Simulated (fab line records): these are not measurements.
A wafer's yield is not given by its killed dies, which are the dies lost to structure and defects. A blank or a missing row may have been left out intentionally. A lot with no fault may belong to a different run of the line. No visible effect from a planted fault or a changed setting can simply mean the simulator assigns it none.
A lot that was struck, set against a sound lot    flow n5_finfet    36 steps out of a route of 1938
Sound: these wafers, L648.4, L648.5, L648.6. Wafers struck: L641.1, L641.4, L641.6. The cause comes at the end.
At each step with rows: each side's tool, then ch and its chambers, then its first start. Under that, the readings that differ: sound wafers    struck wafers    difference of the means    sigmas: that difference in standard deviations of wafers without a fault.
alike: words and numbers the same on both sides, and readings whose means are apart by under 2 such deviations; not compared: readings that were withheld, readings missing a value for some wafer, numbers with overlapping values and no deviation given by the record, and bounds like >300 which may hide the same value.
A row with sigmas, a row that says differs or no value, or rows on one side alone: a step with any of these is where the two part. When numbers do not overlap yet have no deviation, they are printed without sigmas and do not part them. Lack of a reading on every wafer of one side parts them only where that side has two or more wafers.

first, 9 steps without rows for these wafers: N5_WELL_APT_HMDS_01 (time 60 s); N5_WELL_APT_COAT_02 (resist thk 950 nm); N5_WELL_APT_EBR_04; N5_WELL_APT_SOFTBAKE_03 (time 60 s); N5_WELL_APT_EXPOSE_05 (exposes mask NWELL, defocus 0 nm, target cd 200 nm); N5_WELL_APT_PEB_06 (peb time 90 s); N5_WELL_APT_DEVELOP_07 (develop time 45 s); N5_WELL_APT_HARDBAKE_12 (time 120 s); N5_WELL_APT_DESCUM_13 (chemistry O2, time 7.9 s).
N5_WELL_APT_IMPLANT_14:
  sound on implanter-02 ch 0, day 5 20:20; struck on implanter-01 ch 0, day 4 02:00
reading                    sound                 struck                difference  sigmas
beam_energy_keV            159.89 159.99 159.96  191.22 191.17 191.15  +31.23      +99 or more
model.implant.rp_nm (nm)   200.7 200.7 200.7     246.6 246.6 246.6     +45.9       
model.implant.drp_nm (nm)  65.9 65.9 65.9        75.02 75.02 75.02     +9.12       
then, 25 steps without rows for these wafers: N5_WELL_APT_IMPLANT_15; N5_WELL_APT_STRIP_16 (strips in SPM, time 900 s); N5_WELL_APT_HMDS_18 (time 60 s); N5_WELL_APT_COAT_19 (resist thk 950 nm); N5_WELL_APT_EBR_21; N5_WELL_APT_SOFTBAKE_20 (time 60 s); N5_WELL_APT_EXPOSE_22 (exposes mask PWELL, defocus 0 nm, target cd 200 nm); N5_WELL_APT_PEB_23 (peb time 90 s); N5_WELL_APT_DEVELOP_24 (develop time 45 s); N5_WELL_APT_HARDBAKE_29 (time 120 s); N5_WELL_APT_DESCUM_30 (chemistry O2, time 7.9 s); N5_WELL_APT_IMPLANT_31; N5_WELL_APT_IMPLANT_32; N5_WELL_APT_STRIP_33 (strips in SPM, time 900 s); N5_WELL_APT_RTA_34 (time 10 s); N5_WELL_APT_OXIDE_STRIP_42 (strips SiO2 in dHF, time 45 s, target depth 12 nm); N5_WELL_APT_PRECLEAN_36 (cleans in O3/DIW, time 45 s); N5_WELL_APT_PRECLEAN_39 (cleans in dHF, time 60 s); N5_WELL_APT_SRD_37 (time 30 s); N5_WELL_APT_EPI_41 (deposits Si from SiH4/H2, target thk 50 nm, time 297.7 s); N5_PMOS_HMC_CHANNEL_EPI_HM_DEP_34 (deposits SiO2 from TEOS/O2, target thk 36 nm, time 6.9 s); N5_PMOS_HMC_CHANNEL_EPI_COAT_31 (time 60 s, resist thk 66 nm); N5_PMOS_HMC_CHANNEL_EPI_COAT_03 (resist thk 205 nm); N5_PMOS_HMC_CHANNEL_EPI_EBR_05; N5_PMOS_HMC_CHANNEL_EPI_SOFTBAKE_04 (time 60 s).
-- record jumps: 7 days separate the struck wafers' starts on either side; left off in module PMOS_HMC_CHANNEL_EPI, taken up again in module BEOL_M4, whose first shown step is the route's number 1111 --
N5_BEOL_M4_RC_MEAS_101:
  sound on prober-01 ch 0, day 13 06:04; struck on prober-02 ch 0, day 11 11:38
reading            sound           struck       difference  sigmas
RS_NWELL (ohm/sq)  1052 1040 1030  953 945 944  -93         -14
VT_N (mV)          255 254 257     250 246 249  -7          -2
  alike: DIBL_N, DIBL_P, IOFF_N, IOFF_P, ION_N, ION_P, SS_N, SS_P, VT_P

WHERE THEY PART
First at N5_WELL_APT_IMPLANT_14; last, within this record, at N5_BEOL_M4_RC_MEAS_101.

WHY: what had been put in by the simulator
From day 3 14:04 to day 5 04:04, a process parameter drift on implanter-01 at N5_WELL_APT_IMPLANT_14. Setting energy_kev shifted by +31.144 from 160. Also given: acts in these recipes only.
